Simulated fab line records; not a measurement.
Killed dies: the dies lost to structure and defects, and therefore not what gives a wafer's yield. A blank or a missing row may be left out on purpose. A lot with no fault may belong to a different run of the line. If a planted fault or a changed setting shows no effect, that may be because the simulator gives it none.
Struck lot and sound lot, side by side    flow nand harc    14 steps out of a route of 1159
Sound: wafers L876.3, L876.4, L876.5. Struck: wafers L888.3, L888.5. (L888.4 of the same lot was not struck and is left out.) The cause comes at the end.
Per side, at each step with rows, come the tool, then ch with its chambers, and then its first start. Under that, the readings that differ: sound wafers    struck wafers    difference of the means    sigmas: that difference in standard deviations of wafers without a fault.
alike: readings with means less than 2 such deviations apart, plus words and numbers identical on both sides. not compared: withheld readings, readings lacking a value on some wafer, bounds such as >300 that could conceal the same value, and numbers that have no deviation in the record and whose values overlap.
A row with sigmas, a row that says differs or no value, or rows on one side alone: a step with any of these is where the two part. Non-overlapping numbers with no deviation appear without sigmas and do not part them. A reading missing from all wafers of one side parts the sides only when that side holds two or more wafers.

first, 5 steps without rows for these wafers: NHARC_A_STAIRCASE_EBR_180; NHARC_A_STAIRCASE_EXPOSE_181 (exposes mask STAIR 2); NHARC_A_STAIRCASE_PEB_182 (peb time 130 s); NHARC_A_STAIRCASE_DEVELOP_183 (time 140 s); NHARC_A_STAIRCASE_HARDBAKE_185 (time 140 s).
NHARC_A_STAIRCASE_DESCUM_186: chemistry O2, time 3 s.
  sound on rie diel-04 ch 0,2,3, day 11 10:58; struck on rie diel-04 ch 0,3, day 13 23:22
  alike: drypump motor current A, mfc ar sccm, oes product au, rf vpp V, showerhead plenum p Torr, throttle valve pct
  not compared: rf hours counter h
then, 2 steps without rows for these wafers: NHARC_A_STAIRCASE_TRIM_187 (chemistry O2, time 211.2 s); NHARC_A_STAIRCASE_ETCH_188 (etches the open film in C4F8/O2, target depth 100 nm, time 40.5 s).
NHARC_A_STAIRCASE_TRIM_189: chemistry O2, time 211.2 s.
  sound on rie diel-04 ch 0,1,2; struck on rie diel-04 ch 2,3
  alike: drypump motor current A, mfc ar sccm, oes product au, rf vpp V, showerhead plenum p Torr, throttle valve pct
  not compared: rf hours counter h
NHARC_A_STAIRCASE_ETCH_190: etches the open film in C4F8/O2, target depth 100 nm, time 40.5 s.
  sound on rie diel-04 ch 0,1,2; struck on rie diel-04 ch 0,2
  alike: bias w, oes product au, rf fwd power W, rf vpp V
  not compared: rf hours counter h
NHARC_A_STAIRCASE_TRIM_191: chemistry O2, time 211.2 s.
  sound on rie diel-04 ch 0,2,3; struck on rie diel-04 ch 0,1
  alike: drypump motor current A, mfc ar sccm, oes product au, rf vpp V, showerhead plenum p Torr, throttle valve pct
  not compared: rf hours counter h
NHARC_A_STAIRCASE_ETCH_192: etches the open film in C4F8/O2, target depth 100 nm, time 40.5 s.
  sound on rie diel-04 ch 1,2,3, day 11 11:46; struck on rie diel-04 ch 3, day 14 00:10
reading                sound              struck       difference  sigmas
oes product au (a.u.)  0.963 0.943 0.942  0.846 0.845  -0.104      -8
rf fwd power W (W)     590.9 595.2 589.1  494.4 496.7  -96.2       -38
  alike: bias w, rf vpp V
  not compared: rf hours counter h
NHARC_A_STAIRCASE_TRIM_193: chemistry O2, time 211.2 s.
  sound on rie diel-04 ch 0,1,3; struck on rie diel-04 ch 2,3
  alike: drypump motor current A, mfc ar sccm, oes product au, rf vpp V, showerhead plenum p Torr, throttle valve pct
  not compared: rf hours counter h
-- jump in the record: it breaks off in module A_STAIRCASE and resumes in module END (first step shown: number 1159 of the route), and 8 days separate the struck wafers' starts before and after --
NHARC_END_SORT_01:
  the record has rows for the struck wafers here (prober-02 ch 0, day 22 02:58) and none for the sound ones

WHERE THEY PART
Last at NHARC_END_SORT_01 as far as this record goes, first at NHARC_A_STAIRCASE_ETCH_192.

WHY: the cause the simulator had injected
rie diel-04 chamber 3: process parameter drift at NHARC_A_STAIRCASE_ETCH_192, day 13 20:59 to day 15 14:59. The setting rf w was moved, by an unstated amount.
